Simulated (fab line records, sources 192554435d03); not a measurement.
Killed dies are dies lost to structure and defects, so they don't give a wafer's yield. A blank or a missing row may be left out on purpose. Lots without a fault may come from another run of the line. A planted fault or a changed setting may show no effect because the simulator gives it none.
Chamber matching | flow n5_finfet | N5_HKMG_FIN_DESCUM_53 on rie_diel-01: 4 sister chambers
The step chemistry O2, time 7.9 s. 16 wafers are shown with their chamber, then 8 later ones without.

WAFERS WITH THEIR CHAMBER
wafer  | chamber | showerhead_plenum_p_Torr (Torr) | drypump_motor_current_A (A) | throttle_valve_pct (%)
L076.2 | 2       | 2.24                            | 6.1                         | 20.22
L076.3 | 0       | 2.22                            | 5.3                         | 20.13
L076.5 | 3       | 2.06                            | 5.7                         | 20.21
L077.4 | 3       | 2.05                            | 5.7                         | 20.21
L077.5 | 3       | 2.05                            | 5.7                         | 20.21
L077.6 | 2       | 2.24                            | 6.1                         | 20.23
L080.2 | 3       | 2.05                            | 5.7                         | 20.22
L080.3 | 1       | 2.15                            | 5.9                         | 20.40
L080.6 | 2       | 2.23                            | 6.1                         | 20.23
L082.2 | 2       | 2.23                            | 6.0                         | 20.25
L082.4 | 1       | 2.15                            | 5.9                         | 20.40
L082.5 | 0       | 2.22                            | 5.2                         | 20.14
L093.1 | 1       | 2.15                            | 5.9                         | 20.42
L093.3 | 3       | 2.04                            | 5.7                         | 20.27
L093.6 | 3       | 2.04                            | 5.7                         | 20.26
L094.1 | 1       | 2.14                            | 5.9                         | 20.42

SIGNATURES (means of the wafers above)
reading                  | chamber 0 | chamber 1 | chamber 2 | chamber 3 | scatter within a chamber
showerhead_plenum_p_Torr | 2.2200    | 2.1475    | 2.2350    | 2.0483    | 0.00618
drypump_motor_current_A  | 5.250     | 5.900     | 6.075     | 5.700     | 0.0323
throttle_valve_pct       | 20.1350   | 20.4100   | 20.2325   | 20.2300   | 0.0198
Rule: a wafer's distance from a chamber is the root of the sum, over the readings, of the square of ((its reading less the chamber's mean) divided by the reading's scatter). The wafer belongs to the nearest chamber; if the next one is less than 2 further off, it can't be placed. The scatter: the root of (the sum of the squares of (reading less its chamber's mean) over the shown wafers, divided by (wafers less chambers)).

WAFERS WITHOUT THEIR CHAMBER
wafer  | showerhead_plenum_p_Torr (Torr) | drypump_motor_current_A (A) | throttle_valve_pct (%)
L094.2 | 2.04                            | 5.7                         | 20.26
L094.3 | 2.21                            | 5.3                         | 20.17
L096.4 | 2.04                            | 5.7                         | 20.27
L096.5 | 2.04                            | 5.7                         | 20.27
L096.6 | 2.20                            | 5.3                         | 20.18
L097.1 | 2.22                            | 6.1                         | 20.32
L097.3 | 2.14                            | 5.9                         | 20.45
L097.6 | 2.22                            | 6.1                         | 20.29

WHICH CHAMBER EACH WENT THROUGH
wafer  | from the rows above | in truth
L094.2 | 3                   | 3
L094.3 | 0                   | 0
L096.4 | 3                   | 3
L096.5 | 3                   | 3
L096.6 | 0                   | 0
L097.1 | 2                   | 2
L097.3 | 1                   | 1
L097.6 | 2                   | 2
Placed correctly: 8 of 8. Can't be placed from these rows: 0. Placed wrongly: 0.
